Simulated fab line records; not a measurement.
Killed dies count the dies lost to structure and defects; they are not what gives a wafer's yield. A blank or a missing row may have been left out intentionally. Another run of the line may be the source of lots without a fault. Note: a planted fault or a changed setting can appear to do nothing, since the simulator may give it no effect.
fab line records	flow nand_harc
[record] lots = 12	wafers = 36	last_day = 34
route steps=1302 shown P_ZERO_WELL@16 P_STI@80 END@1302
lots with no fault: from the same line, run without faults
start_h: hours from the record's first day to the start of the lot's first wafer shown	wait_h: how many hours have passed since the lot's step before this one	" unchanged from the row above	L1.1+2: several wafers, shown together as one row	- either no value or no given start	* or withheld: withheld	< > ~ a bound
route shown NAME@n: a module of which the file shows steps, and the number in the route of the first	usual: the fault-free wafers' mean and standard deviation	same: alike in all rows	chamber/n: place in a boat	sites: the reading at each site	_std_site: standard deviation of those values	_edge_site: inner sites' mean taken away from outer sites' mean	radius_mm: how far each site lies from the wafer's centre	mask NAME#n: copy n	behind: the tool/chamber that last shaped the wafer	hold: why the lot went on hold/how many hours it stayed there/how the hold came to an end	device: which transistor (n, p or np) failed to switch	end of line: the tests these same wafers got at the end of their route	step lacking rows: just its recipe	killed: count of dies lost to structure and defects at first sort (not the wafer's yield)	map: per-die view of a wafer (x killed, . not killed, _ where there is no die)
set.NAME: the setting as run; set.NAME@STEP: as run at that earlier step	model.NAME: the simulator's own value behind a step, which no gauge read
steps of the route over a sample of lots; a table a step, a row a wafer
services: from which hour (start_h, from the record's first day; less than 0 if before it) a tool's chamber was out of use, for how many hours, and why
[[steps]]
[step NHARC_P_ZERO_WELL_DESCUM_13]
[recipe] time_s = 3	o2_flow_sccm = 200	ar_flow_sccm = 0	bias_power_w = 0	chemistry = O2
[usual] drypump_motor_current_A = 5.8/0.44	oes_product_au = 1.002/0.01	rf_vpp_V = 57.7/0.86	showerhead_plenum_p_Torr = 1.90/0.082	throttle_valve_pct = 11.311/0.0083
lot.wafer	tool	chamber	start_h	wait_h	drypump_motor_current_A	oes_product_au	rf_hours_counter_h	rf_vpp_V	showerhead_plenum_p_Torr	throttle_valve_pct
L229.4	rie_diel-10	1	31.40	-	5.3	0.991	39	58.1	1.97	11.323
L229.6	"	1	"	"	5.3	0.986	-	58.0	1.97	11.329
L229.5	"	2	"	"	5.6	1.020	-	57.3	1.83	11.306
L230.3	rie_diel-07	2	41.26	-	6.2	1.000	30	57.3	1.79	11.323
L230.4	"	0	"	"	6.0	0.990	29	57.1	1.83	11.321
L230.5	"	3	"	"	5.4	0.983	-	57.2	1.87	11.319
L231.3	rie_diel-10	2	51.42	-	5.6	1.018	50	57.5	1.83	11.311
L231.1	"	3	"	"	5.4	1.009	53	56.7	1.85	11.299
L231.5	"	1	"	"	5.3	0.992	-	59.2	1.97	11.314
L232.3	rie_diel-07	2	61.41	-	6.1	0.983	35	56.3	1.79	11.319
L232.6	"	0	"	"	6.0	0.991	-	57.8	1.82	11.313
L232.5	"	1	"	"	5.3	1.005	-	57.6	2.01	11.313
L234.4	rie_diel-08	0	81.45	-	6.0	1.005	17	58.8	2.07	11.326
L234.6	"	1	"	"	6.6	1.006	-	57.3	1.91	11.306
L234.5	"	2	"	"	6.5	1.008	-	58.0	2.03	11.323
L243.4	rie_diel-07	3	171.39	-	5.5	0.984	14	56.7	1.85	11.311
L243.1	"	0	"	"	6.0	0.992	15	57.3	1.81	11.319
L243.2	"	1	"	"	5.3	0.995	16	59.3	1.99	11.308
L244.3	rie_diel-08	2	181.39	-	6.5	1.000	50	58.7	2.02	11.304
L244.6	"	2	"	"	6.5	0.998	-	57.3	2.02	11.308
L244.5	"	3	"	"	5.7	1.005	-	56.7	1.86	11.310
L245.2	rie_diel-10	2	191.30	-	5.6	1.010	33	57.2	1.82	11.324
L245.4	"	3	"	"	5.5	1.011	40	58.1	1.84	11.315
L245.1	"	0	"	"	5.4	1.017	40	57.7	1.86	11.304
L246.3	rie_diel-10	3	201.29	-	5.4	1.005	44	56.8	1.84	11.315
L246.1	"	0	"	"	5.5	1.000	43	57.2	1.86	11.319
L246.2	"	2	"	"	5.6	1.020	37	56.4	1.82	11.316
L247.6	rie_diel-10	3	211.44	-	5.5	1.006	-	55.4	1.84	11.317
L247.5	"	0	"	"	5.5	1.004	-	58.0	1.86	11.290
L247.4	"	1	"	"	5.3	0.997	-	57.6	1.96	11.303
L249.1	rie_diel-08	3	231.27	-	5.7	0.997	13	58.1	1.85	11.314
L249.2	"	2	"	"	6.5	1.006	11	58.3	2.01	11.312
L249.6	"	3	"	"	5.7	0.996	-	59.0	1.85	11.305
L250.2	rie_diel-10	1	241.28	-	5.3	0.983	50	57.9	1.95	11.314
L250.1	"	0	"	"	5.5	0.998	59	57.3	1.85	11.307
L250.6	"	1	"	"	5.3	0.996	-	58.6	1.95	11.312
[step NHARC_P_ZERO_WELL_DESCUM_26]
[recipe] time_s = 3	o2_flow_sccm = 200	ar_flow_sccm = 0	bias_power_w = 0	chemistry = O2
[usual] drypump_motor_current_A = 5.8/0.43	oes_product_au = 1.002/0.011	rf_vpp_V = 57.7/0.91	showerhead_plenum_p_Torr = 1.90/0.09	throttle_valve_pct = 11.311/0.0084
lot.wafer	tool	chamber	start_h	wait_h	drypump_motor_current_A	oes_product_au	rf_hours_counter_h	rf_vpp_V	showerhead_plenum_p_Torr	throttle_valve_pct
L229.4	rie_diel-07	2	32.80	-	6.2	0.995	27	56.8	1.79	11.303
L229.6	"	0	"	"	5.9	1.007	-	57.7	1.83	11.298
L229.5	"	1	"	"	5.3	0.993	-	59.1	2.01	11.304
L230.3	rie_diel-07	0	42.61	-	6.0	0.991	29	56.5	1.83	11.313
L230.4	"	1	"	"	5.3	0.994	28	58.4	2.01	11.310
L230.5	"	1	"	"	5.3	1.000	-	57.9	2.01	11.312
L231.3	rie_diel-08	0	52.77	-	5.9	1.016	6	59.3	2.08	11.307
L231.1	"	2	"	"	6.5	1.005	7	58.8	2.03	11.310
L231.5	"	1	"	"	6.6	1.023	-	59.0	1.91	11.311
L232.3	rie_diel-08	0	62.76	-	6.0	1.005	8	58.2	2.07	11.310
L232.6	"	3	"	"	5.7	1.014	-	56.6	1.87	11.310
L232.5	"	0	"	"	5.9	0.994	-	58.1	2.07	11.318
L234.4	rie_diel-08	3	83.79	-	5.7	1.016	22	57.2	1.87	11.308
L234.5	"	3	"	"	5.7	1.017	-	59.3	1.87	11.295
L234.6	"	0	"	"	6.0	0.984	-	58.4	2.07	11.313
L243.4	rie_diel-07	2	172.64	-	6.1	1.008	14	58.0	1.78	11.323
L243.1	"	3	"	"	5.5	0.978	14	57.3	1.85	11.314
L243.2	"	1	"	"	5.3	1.013	16	57.9	1.99	11.314
L244.3	rie_diel-07	2	182.66	-	6.2	1.009	15	57.1	1.78	11.317
L244.5	"	1	"	"	5.3	1.003	-	58.7	1.99	11.304
L244.6	"	2	"	"	6.1	1.019	-	58.4	1.78	11.303
L245.1	rie_diel-08	1	192.69	-	6.6	1.016	50	57.4	1.90	11.312
L245.2	"	2	"	"	6.5	0.989	52	57.7	2.02	11.301
L245.4	"	0	"	"	5.9	1.004	49	57.9	2.06	11.314
L246.3	rie_diel-07	3	202.67	-	5.4	0.991	22	58.1	1.85	11.314
L246.2	"	1	"	"	5.3	1.008	23	57.3	1.99	11.309
L246.1	"	2	"	"	6.2	1.010	20	57.9	1.78	11.309
L247.4	rie_diel-10	0	213.19	-	5.5	1.001	-	56.7	1.86	11.301
L247.5	"	1	"	"	5.3	0.988	-	57.7	1.96	11.288
L247.6	"	3	"	"	5.5	1.005	-	58.5	1.84	11.300
L249.1	rie_diel-07	2	232.63	-	6.1	1.010	31	56.7	1.78	11.304
L249.2	"	3	"	"	5.5	0.977	33	58.2	1.85	11.306
L249.6	"	1	"	"	5.3	0.991	-	56.5	1.99	11.307
L250.1	rie_diel-07	0	242.67	-	6.0	0.992	41	58.1	1.80	11.313
L250.2	"	1	"	"	5.3	1.003	40	56.5	1.99	11.317
L250.6	"	0	"	"	6.0	1.001	-	58.4	1.80	11.310
[step NHARC_P_STI_EXPOSE_06]
[recipe] na = 0.55	target_cd_nm = 200	dose_mj = 37.69	mask_id = P_STI
[same] na = 0.55
lot.wafer	tool	chamber	start_h	wait_h	mask
L229.4+5+6	krf_scanner-02	0	53.75	-	P_STI#0
L230.3+4+5	krf_scanner-03	0	64.97	-	P_STI#0
L231.1+3+5	krf_scanner-04	0	74.79	-	P_STI#0
L232.3+5+6	krf_scanner-03	0	85.85	-	P_STI#0
L234.4+5+6	krf_scanner-02	0	106.30	-	P_STI_R1#0
L243.1+2+4	krf_scanner-02	0	193.55	-	P_STI#0
L244.3+5+6	krf_scanner-03	0	202.45	-	P_STI#0
L245.1+2+4	krf_scanner-02	0	213.38	-	P_STI#0
L246.1+2+3	krf_scanner-03	0	222.27	-	P_STI#0
L247.4+5+6	krf_scanner-02	0	233.90	-	P_STI#0
L249.1+2+6	krf_scanner-02	0	254.89	-	P_STI#0
L250.1+2+6	krf_scanner-04	0	263.18	-	P_STI#0
[step NHARC_P_STI_CD_MEAS_09]
[recipe] target_cd_nm = 200	landing_energy_ev = 500
[usual] cd_nm = 200.5/2.1
lot.wafer	tool	chamber	start_h	wait_h	hold	cd_nm
L229.4	cd_sem-03	0	53.89	-	-	199.0
L229.5	"	0	"	"	-	199.5
L229.6	"	0	"	"	-	203.6
L230.3	cd_sem-03	0	65.12	-	-	198.9
L230.4	"	0	"	"	-	202.9
L230.5	"	0	"	"	-	202.5
L231.1	cd_sem-02	0	74.94	-	-	198.8
L231.3	"	0	"	"	-	200.2
L231.5	"	0	"	"	-	199.9
L232.3	cd_sem-01	0	86.00	-	-	201.1
L232.5	"	0	"	"	-	201.3
L232.6	"	0	"	"	-	201.1
L234.4	cd_sem-02	0	106.45	-	await_dispo/0.2h/release	195.3
L234.5	"	0	"	"	await_dispo/0.2h/release	194.7
L234.6	"	0	"	"	await_dispo/0.2h/release	193.6
L234.4	cd_sem-02	0	-	-	-	194.6
L234.5	"	0	"	"	-	194.7
L234.6	"	0	"	"	-	193.8
L243.1	cd_sem-01	0	193.70	-	-	197.5
L243.2	"	0	"	"	-	201.7
L243.4	"	0	"	"	-	202.9
L244.3	cd_sem-03	0	202.60	-	-	202.0
L244.5	"	0	"	"	-	197.8
L244.6	"	0	"	"	-	199.9
L245.1	cd_sem-02	0	213.53	-	-	200.6
L245.2	"	0	"	"	-	197.6
L245.4	"	0	"	"	-	201.4
L246.1	cd_sem-01	0	222.42	-	-	202.3
L246.2	"	0	"	"	-	202.2
L246.3	"	0	"	"	-	201.5
L247.4	cd_sem-02	0	234.04	-	-	202.5
L247.5	"	0	"	"	-	201.8
L247.6	"	0	"	"	-	199.7
L249.1	cd_sem-02	0	255.04	-	-	207.7
L249.2	"	0	"	"	-	201.1
L249.6	"	0	"	"	-	201.0
L250.1	cd_sem-02	0	263.33	-	-	201.6
L250.2	"	0	"	"	-	198.3
L250.6	"	0	"	"	-	199.1
[step NHARC_P_STI_CD_MEAS_16]
[usual] cd_nm = 200.1/2.3
lot.wafer	tool	chamber	start_h	wait_h	cd_nm
L229.4	cd_sem-02	-	54.59	-	199.7
L229.5	"	-	"	"	199.6
L229.6	"	-	"	"	203.9
L230.3	cd_sem-03	-	65.81	-	198.7
L230.4	"	-	"	"	203.2
L230.5	"	-	"	"	203.1
L231.1	cd_sem-02	-	75.64	-	196.8
L231.3	"	-	"	"	200.2
L231.5	"	-	"	"	198.1
L232.3	cd_sem-02	-	86.73	-	202.5
L232.5	"	-	"	"	200.9
L232.6	"	-	"	"	199.9
L234.4	cd_sem-02	-	110.73	-	196.5
L234.5	"	-	"	"	194.2
L234.6	"	-	"	"	193.6
L243.1	cd_sem-03	-	194.42	-	197.0
L243.2	"	-	"	"	201.5
L243.4	"	-	"	"	202.8
L244.3	cd_sem-02	-	203.32	-	202.2
L244.5	"	-	"	"	198.1
L244.6	"	-	"	"	200.1
L245.1	cd_sem-01	-	214.26	-	201.5
L245.2	"	-	"	"	198.9
L245.4	"	-	"	"	200.8
L246.1	cd_sem-01	-	223.12	-	202.9
L246.2	"	-	"	"	200.1
L246.3	"	-	"	"	200.5
L247.4	cd_sem-03	-	234.77	-	202.9
L247.5	"	-	"	"	201.4
L247.6	"	-	"	"	200.8
L249.1	cd_sem-03	-	255.74	-	206.5
L249.2	"	-	"	"	201.5
L249.6	"	-	"	"	200.7
L250.1	cd_sem-02	-	264.03	-	200.4
L250.2	"	-	"	"	197.6
L250.6	"	-	"	"	199.2
[step NHARC_END_SORT_01]
[recipe] temp_c = 25
[usual] killed_at_array = 57/17	killed_at_other = 0.5/0.82	killed_at_periphery = 4.0/2.8	killed_dies = 61/18	killed_open = 2.9/2	killed_short = 2.3/1.7
[same] gross_dies = 677
lot.wafer	tool	chamber	start_h	wait_h	killed_at_array	killed_at_other	killed_at_periphery	killed_dies	killed_open	killed_short
L229.4	prober-02	0	579.54	3.4	66	0	3	69	3	3
L229.5	prober-02	0	580.35	3.7	72	0	1	73	0	2
L229.6	prober-02	0	581.16	4.0	69	1	1	71	1	3
L232.3	prober-02	0	608.49	3.1	59	1	6	66	3	1
L232.5	prober-02	0	610.11	3.7	67	0	4	71	4	1
L232.6	prober-02	0	610.92	4.1	64	2	1	67	3	1
L243.1	prober-01	0	710.12	2.5	43	0	2	45	5	5
L243.2	prober-01	0	710.93	2.8	45	0	3	48	2	4
L243.4	prober-01	0	712.56	3.4	60	1	3	64	5	4
L245.1	prober-02	0	717.91	2.5	75	0	9	84	5	1
L245.2	prober-02	0	718.70	2.8	87	0	8	95	1	1
L245.4	prober-02	0	720.29	3.4	98	0	4	102	0	0
L244.3	prober-01	0	719.62	3.1	53	0	3	56	2	0
L244.5	prober-01	0	721.23	3.7	77	0	4	81	7	5
L244.6	prober-01	0	722.03	4.0	51	0	2	53	3	1
L246.1	prober-01	0	743.89	2.5	53	0	6	59	4	4
L246.2	prober-01	0	744.70	2.8	51	0	5	56	3	2
L246.3	prober-01	0	745.50	3.1	58	0	8	66	4	4
L247.4	prober-02	0	746.37	3.4	77	4	2	83	4	1
L247.5	prober-02	0	747.18	3.8	77	0	8	85	4	0
L247.6	prober-02	0	748.00	4.1	54	1	4	59	3	2
L250.1	prober-02	0	792.92	2.5	77	1	6	84	5	6
L250.2	prober-02	0	793.71	2.8	58	0	4	62	3	1
L250.6	prober-02	0	796.87	4.0	58	1	1	60	2	3
L249.1	prober-02	0	803.20	2.5	68	0	8	76	1	4
L249.2	prober-02	0	804.00	2.8	62	0	11	73	8	1
L249.6	prober-02	0	807.24	4.0	81	0	7	88	0	3
// killed by level:class
L229.4 A_CHANNEL_HOLE_D1:chamber_film_flake=30 A_CHANNEL_HOLE_D2:chamber_film_flake=21 A_CONTACT:chamber_film_flake=4 P_GATE:chamber_film_flake=2 A_SOURCE_PLATE:geometric_particle:open=1 A_CHANNEL_FILL_D1:geometric_particle:open=1 A_DECK1_JOINT:geometric_particle:short=1 A_ONON_D2:geometric_particle:open=1
L229.5 A_CHANNEL_HOLE_D1:chamber_film_flake=35 A_CHANNEL_HOLE_D2:chamber_film_flake=19 A_STAIRCASE:chamber_film_flake=4 A_CONTACT:chamber_film_flake=4 A_WL_FILL:chamber_film_flake=3 A_DECK1_JOINT:chamber_film_flake=2 A_SGD_CUT:chamber_film_flake=2 A_CHANNEL_FILL_D2:geometric_particle:short=1
L229.6 A_CHANNEL_HOLE_D2:chamber_film_flake=37 A_CHANNEL_HOLE_D1:chamber_film_flake=18 A_CONTACT:chamber_film_flake=6 A_WL_FILL:geometric_particle:short=2 A_STAIRCASE:chamber_film_flake=2 A_CHANNEL_FILL_D2:geometric_particle:short=1 A_M0:geometric_particle:open=1 P_GATE:chamber_film_flake=1
L232.3 A_CHANNEL_HOLE_D2:chamber_film_flake=24 A_CHANNEL_HOLE_D1:chamber_film_flake=22 A_SLIT:chamber_film_flake=4 P_STI:chamber_film_flake=3 A_CONTACT:chamber_film_flake=3 A_CHANNEL_FILL_D1:chamber_film_flake=2 P_M0:geometric_particle:open=1 A_CONTACT:geometric_particle:open=1
L232.5 A_CHANNEL_HOLE_D2:chamber_film_flake=32 A_CHANNEL_HOLE_D1:chamber_film_flake=21 A_CONTACT:chamber_film_flake=5 A_STAIRCASE:chamber_film_flake=3 P_GATE:chamber_film_flake=2 P_M2:geometric_particle:open=1 A_SOURCE_PLATE:geometric_particle:open=1 A_CHANNEL_FILL_D2:geometric_particle:short=1
L232.6 A_CHANNEL_HOLE_D1:chamber_film_flake=33 A_CHANNEL_HOLE_D2:chamber_film_flake=19 A_CONTACT:chamber_film_flake=6 A_M0:geometric_particle:open=2 THIN_TSV:chamber_film_flake=2 A_CHANNEL_FILL_D2:geometric_particle:open=1 A_STAIRCASE:geometric_particle:short=1 P_STI:chamber_film_flake=1
L243.1 A_CHANNEL_HOLE_D2:chamber_film_flake=19 A_CHANNEL_HOLE_D1:chamber_film_flake=7 A_DECK1_JOINT:geometric_particle:short=2 A_CHANNEL_FILL_D1:chamber_film_flake=2 A_SLIT:chamber_film_flake=2 A_SOURCE_PLATE:geometric_particle:short=1 A_CHANNEL_HOLE_D1:geometric_particle:open=1 A_ONON_D2:geometric_particle:open=1
L243.2 A_CHANNEL_HOLE_D2:chamber_film_flake=26 A_CHANNEL_HOLE_D1:chamber_film_flake=5 A_SLIT:chamber_film_flake=4 P_STI:chamber_film_flake=3 A_WL_FILL:geometric_particle:open=2 A_CHANNEL_FILL_D1:chamber_film_flake=2 A_ONON_D1:geometric_particle:short=1 A_CHANNEL_FILL_D1:geometric_particle:short=1
L243.4 A_CHANNEL_HOLE_D2:chamber_film_flake=24 A_CHANNEL_HOLE_D1:chamber_film_flake=13 A_SLIT:chamber_film_flake=6 A_CHANNEL_FILL_D1:chamber_film_flake=4 A_STAIRCASE:chamber_film_flake=3 A_CONTACT:chamber_film_flake=3 P_CONTACT:geometric_particle:open=2 A_WL_FILL:geometric_particle:short=2
L245.1 A_SLIT:chamber_film_flake=31 A_CHANNEL_HOLE_D2:chamber_film_flake=21 A_CHANNEL_HOLE_D1:chamber_film_flake=14 A_CONTACT:chamber_film_flake=4 P_GATE:chamber_film_flake=3 P_M1:chamber_film_flake=3 P_GATE:geometric_particle:open=1 P_M0:geometric_particle:open=1
L245.2 A_CHANNEL_HOLE_D1:chamber_film_flake=33 A_SLIT:chamber_film_flake=32 A_CHANNEL_HOLE_D2:chamber_film_flake=16 P_GATE:chamber_film_flake=3 P_M1:chamber_film_flake=3 A_CONTACT:chamber_film_flake=3 P_STI:geometric_particle:short=1 P_CONTACT:geometric_particle:open=1
L244.3 A_CHANNEL_HOLE_D2:chamber_film_flake=26 A_CHANNEL_HOLE_D1:chamber_film_flake=17 P_M1:chamber_film_flake=3 A_SLIT:chamber_film_flake=3 A_STAIRCASE:chamber_film_flake=2 A_SOURCE_PLATE:geometric_particle:open=1 A_BLC:geometric_particle:open=1 A_WL_FILL:chamber_film_flake=1
L245.4 A_CHANNEL_HOLE_D1:chamber_film_flake=34 A_SLIT:chamber_film_flake=32 A_CHANNEL_HOLE_D2:chamber_film_flake=24 A_CONTACT:chamber_film_flake=5 P_GATE:chamber_film_flake=3 A_STAIRCASE:chamber_film_flake=2 P_ZERO_WELL:chamber_film_flake=1 A_CHANNEL_FILL_D2:chamber_film_flake=1
L244.5 A_CHANNEL_HOLE_D1:chamber_film_flake=33 A_CHANNEL_HOLE_D2:chamber_film_flake=28 A_CONTACT:chamber_film_flake=4 A_ONON_D2:geometric_particle:open=3 A_SLIT:chamber_film_flake=2 P_M0:geometric_particle:short=1 P_M1:geometric_particle:open=1 A_SOURCE_PLATE:geometric_particle:open=1
L244.6 A_CHANNEL_HOLE_D2:chamber_film_flake=24 A_CHANNEL_HOLE_D1:chamber_film_flake=20 A_CONTACT:chamber_film_flake=2 P_M0:geometric_particle:open=1 A_CHANNEL_FILL_D1:geometric_particle:open=1 A_SGD_CUT:geometric_particle:open=1 A_WL_FILL:geometric_particle:short=1 P_M1:chamber_film_flake=1
L246.1 A_CHANNEL_HOLE_D2:chamber_film_flake=26 A_CHANNEL_HOLE_D1:chamber_film_flake=10 P_M2:chamber_film_flake=3 A_STAIRCASE:chamber_film_flake=3 A_M0:chamber_film_flake=3 A_SLIT:chamber_film_flake=2 A_CONTACT:chamber_film_flake=2 P_CONTACT:geometric_particle:open=1
L246.2 A_CHANNEL_HOLE_D2:chamber_film_flake=23 A_CHANNEL_HOLE_D1:chamber_film_flake=10 P_M2:chamber_film_flake=4 A_SLIT:chamber_film_flake=3 A_M0:chamber_film_flake=2 A_STAIRCASE:chamber_film_flake=2 A_WL_FILL:chamber_film_flake=2 A_CONTACT:chamber_film_flake=2
L246.3 A_CHANNEL_HOLE_D2:chamber_film_flake=20 A_CHANNEL_HOLE_D1:chamber_film_flake=17 A_CONTACT:chamber_film_flake=5 P_M2:chamber_film_flake=3 A_WL_FILL:chamber_film_flake=3 A_ONON_D1:geometric_particle:open=2 P_GATE:chamber_film_flake=2 A_CHANNEL_FILL_D1:chamber_film_flake=2
L247.4 A_CHANNEL_HOLE_D1:chamber_film_flake=34 A_SLIT:chamber_film_flake=31 A_STAIRCASE:chamber_film_flake=4 THIN_TSV:chamber_film_flake=4 A_CONTACT:chamber_film_flake=3 P_M2:chamber_film_flake=2 A_ONON_D1:geometric_particle:open=1 A_CHANNEL_FILL_D1:geometric_particle:open=1
L247.5 A_CHANNEL_HOLE_D1:chamber_film_flake=36 A_SLIT:chamber_film_flake=33 P_M2:chamber_film_flake=7 A_STAIRCASE:chamber_film_flake=4 P_GATE:geometric_particle:open=1 A_CHANNEL_FILL_D2:geometric_particle:open=1 A_BLC:geometric_particle:open=1 A_M0:geometric_particle:open=1
L247.6 A_SLIT:chamber_film_flake=26 A_CHANNEL_HOLE_D1:chamber_film_flake=15 A_CONTACT:chamber_film_flake=6 A_CHANNEL_HOLE_D2:chamber_film_flake=2 A_STAIRCASE:chamber_film_flake=2 P_M0:geometric_particle:short=1 P_M1:geometric_particle:short=1 A_CHANNEL_HOLE_D1:geometric_particle:open=1
L250.1 A_CHANNEL_HOLE_D2:chamber_film_flake=34 A_CONTACT:chamber_film_flake=19 A_SLIT:chamber_film_flake=5 A_M1:chamber_film_flake=4 A_CHANNEL_FILL_D1:chamber_film_flake=3 P_ZERO_WELL:chamber_film_flake=2 P_CONTACT:geometric_particle:short=1 P_CONTACT:geometric_particle:open=1
L250.2 A_CHANNEL_HOLE_D2:chamber_film_flake=28 A_CONTACT:chamber_film_flake=14 A_SLIT:chamber_film_flake=5 A_CHANNEL_FILL_D1:chamber_film_flake=2 A_DECK1_JOINT:chamber_film_flake=2 A_STAIRCASE:chamber_film_flake=2 A_WL_FILL:chamber_film_flake=2 P_GATE:geometric_particle:open=1
L250.6 A_CHANNEL_HOLE_D2:chamber_film_flake=24 A_CONTACT:chamber_film_flake=15 A_SLIT:chamber_film_flake=7 A_CHANNEL_FILL_D1:geometric_particle:short=2 A_CHANNEL_HOLE_D1:chamber_film_flake=2 A_CHANNEL_FILL_D1:chamber_film_flake=2 A_M1:chamber_film_flake=2 A_CHANNEL_FILL_D1:geometric_particle:open=1
L249.1 A_CHANNEL_HOLE_D2:chamber_film_flake=22 A_SLIT:chamber_film_flake=21 A_CHANNEL_HOLE_D1:chamber_film_flake=8 P_CONTACT:chamber_film_flake=4 A_STAIRCASE:chamber_film_flake=4 P_ZERO_WELL:chamber_film_flake=3 A_WL_FILL:chamber_film_flake=3 A_CONTACT:chamber_film_flake=3
L249.2 A_CHANNEL_HOLE_D2:chamber_film_flake=22 A_SLIT:chamber_film_flake=15 A_CHANNEL_HOLE_D1:chamber_film_flake=9 P_CONTACT:chamber_film_flake=4 A_M0:geometric_particle:open=3 P_ZERO_WELL:chamber_film_flake=3 A_ZERO_WELL:chamber_film_flake=3 A_CONTACT:chamber_film_flake=3
L249.6 A_SLIT:chamber_film_flake=31 A_CHANNEL_HOLE_D2:chamber_film_flake=20 A_CHANNEL_HOLE_D1:chamber_film_flake=18 A_STAIRCASE:chamber_film_flake=6 P_CONTACT:chamber_film_flake=5 P_ZERO_WELL:chamber_film_flake=2 A_CONTACT:chamber_film_flake=2 A_ONON_D1:geometric_particle:short=1
[[services]]
tool	chamber	start_h	hours	kind
rie_diel-08	-	15.81	9.0	pm
rie_diel-08	0	32.50	8.0	repair
krf_scanner-03	-	36.29	0.4	repair
rie_diel-08	-	48.96	3.4	repair
krf_scanner-03	-	52.00	4.0	pm
rie_diel-10	1	52.99	2.4	repair
rie_diel-10	0	55.56	5.0	repair
rie_diel-10	-	65.52	9.0	pm
krf_scanner-03	-	68.83	1.4	repair
rie_diel-07	2	81.43	18.9	repair
krf_scanner-02	-	94.00	4.0	pm
rie_diel-10	2	104.57	12.0	repair
rie_diel-07	-	117.20	9.0	pm
rie_diel-08	0	188.90	2.6	repair
rie_diel-07	-	190.19	0.6	repair
rie_diel-08	-	192.81	9.0	pm
rie_diel-10	1	199.14	7.6	repair
rie_diel-10	2	207.17	8.8	repair
rie_diel-07	0	211.67	2.3	repair
rie_diel-10	0	214.78	1.6	repair
rie_diel-10	-	228.26	0.7	repair
rie_diel-10	-	243.02	9.0	pm
rie_diel-08	2	243.10	2.7	repair
rie_diel-07	3	244.60	3.2	repair
[[key]]
[first_sign] step = NHARC_P_STI_EXPOSE_06	reading = mask	direction = changed
[effect] step = NHARC_P_STI_CD_MEAS_09	reading = visit	direction = added
[effect] step = NHARC_P_STI_CD_MEAS_16	reading = cd_nm	direction = down	sigmas = 2.3	usual = 200.1	struck = 194.8
met_at NHARC_P_STI_EXPOSE_06
struck_lots L234
tester_left_out L234
not_acting_at NHARC_P_ZERO_WELL_DESCUM_13,NHARC_P_ZERO_WELL_DESCUM_26,NHARC_P_STI_CD_MEAS_16
onset_between 53.75 106.30
[fault] kind = wrong_mask	tool = any	chamber = -	onset_h = 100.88	steps = NHARC_P_STI_EXPOSE_06	aux_copy = P_STI_R1#0	cd_offset_nm = -4.3529	scope = struck_lots_only
// tester_left_out: of these lots the tester's yield and bins aren't shown, on N5 and GAA mostly nor the transistor test; their killed dies are dies lost to structure and defects alone, not to doping, threshold or leakage, so they don't give the yield
